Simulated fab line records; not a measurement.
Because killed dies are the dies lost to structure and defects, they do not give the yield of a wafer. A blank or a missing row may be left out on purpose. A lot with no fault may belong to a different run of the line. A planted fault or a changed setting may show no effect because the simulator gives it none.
Chamber matching || flow n5_finfet || N5_SDB_STRIP_21 on rie_diel-04: 4 sister chambers
The step strips in CF4. 7 wafers are shown with their chamber, then 9 later ones without.

EACH WAFER AND ITS CHAMBER
{"wafer": "L085.6", "chamber": 3, "showerhead_plenum_p_Torr (Torr)": 1.90, "throttle_valve_pct (%)": 13.38}
{"wafer": "L087.2", "chamber": 1, "showerhead_plenum_p_Torr (Torr)": 1.76, "throttle_valve_pct (%)": 13.93}
{"wafer": "L087.5", "chamber": 1, "showerhead_plenum_p_Torr (Torr)": 1.76, "throttle_valve_pct (%)": 13.92}
{"wafer": "L087.6", "chamber": 2, "showerhead_plenum_p_Torr (Torr)": 1.75, "throttle_valve_pct (%)": 13.48}
{"wafer": "L089.2", "chamber": 0, "showerhead_plenum_p_Torr (Torr)": 1.77, "throttle_valve_pct (%)": 13.85}
{"wafer": "L089.3", "chamber": 3, "showerhead_plenum_p_Torr (Torr)": 1.90, "throttle_valve_pct (%)": 13.41}
{"wafer": "L089.6", "chamber": 2, "showerhead_plenum_p_Torr (Torr)": 1.74, "throttle_valve_pct (%)": 13.49}

WAFERS WITHOUT THEIR CHAMBER
{"wafer": "L094.2", "showerhead_plenum_p_Torr (Torr)": 1.76, "throttle_valve_pct (%)": 13.35}
{"wafer": "L094.3", "showerhead_plenum_p_Torr (Torr)": 1.74, "throttle_valve_pct (%)": 13.53}
{"wafer": "L094.4", "showerhead_plenum_p_Torr (Torr)": 1.77, "throttle_valve_pct (%)": 13.88}
{"wafer": "L095.1", "showerhead_plenum_p_Torr (Torr)": 1.90, "throttle_valve_pct (%)": 13.45}
{"wafer": "L095.3", "showerhead_plenum_p_Torr (Torr)": 1.74, "throttle_valve_pct (%)": 13.53}
{"wafer": "L095.4", "showerhead_plenum_p_Torr (Torr)": 1.90, "throttle_valve_pct (%)": 13.44}
{"wafer": "L096.2", "showerhead_plenum_p_Torr (Torr)": 1.74, "throttle_valve_pct (%)": 13.56}
{"wafer": "L096.3", "showerhead_plenum_p_Torr (Torr)": 1.89, "throttle_valve_pct (%)": 13.47}
{"wafer": "L096.6", "showerhead_plenum_p_Torr (Torr)": 1.76, "throttle_valve_pct (%)": 13.39}

WHICH CHAMBER EACH WENT THROUGH
{"wafer": "L094.2", "from the rows above": 2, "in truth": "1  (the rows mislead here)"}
{"wafer": "L094.3", "from the rows above": 2, "in truth": 2}
{"wafer": "L094.4", "from the rows above": "can't be placed: 0 or 1", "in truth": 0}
{"wafer": "L095.1", "from the rows above": 3, "in truth": 3}
{"wafer": "L095.3", "from the rows above": 2, "in truth": 2}
{"wafer": "L095.4", "from the rows above": 3, "in truth": 3}
{"wafer": "L096.2", "from the rows above": 2, "in truth": 2}
{"wafer": "L096.3", "from the rows above": 3, "in truth": 3}
{"wafer": "L096.6", "from the rows above": 2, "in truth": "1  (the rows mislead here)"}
Correct placement for 6 of the 9. From these rows, 1 cannot be placed; in 1 the true chamber is one of the candidates. 2 placed wrongly.
How it was worked out, from the rows above alone: a wafer's distance from a chamber is the root of the sum, over the readings, of the square of ((its reading less the chamber's mean) divided by the reading's scatter). If the next closest chamber is less than 2 further off than the closest, the wafer can't be placed; otherwise it belongs to the closest. For every chamber, the mean is computed from those of its wafers that are shown. The scatter is the square root of a quotient: the sum, over the shown wafers, of each reading's squared deviation from its chamber's mean, divided by wafers minus chambers.
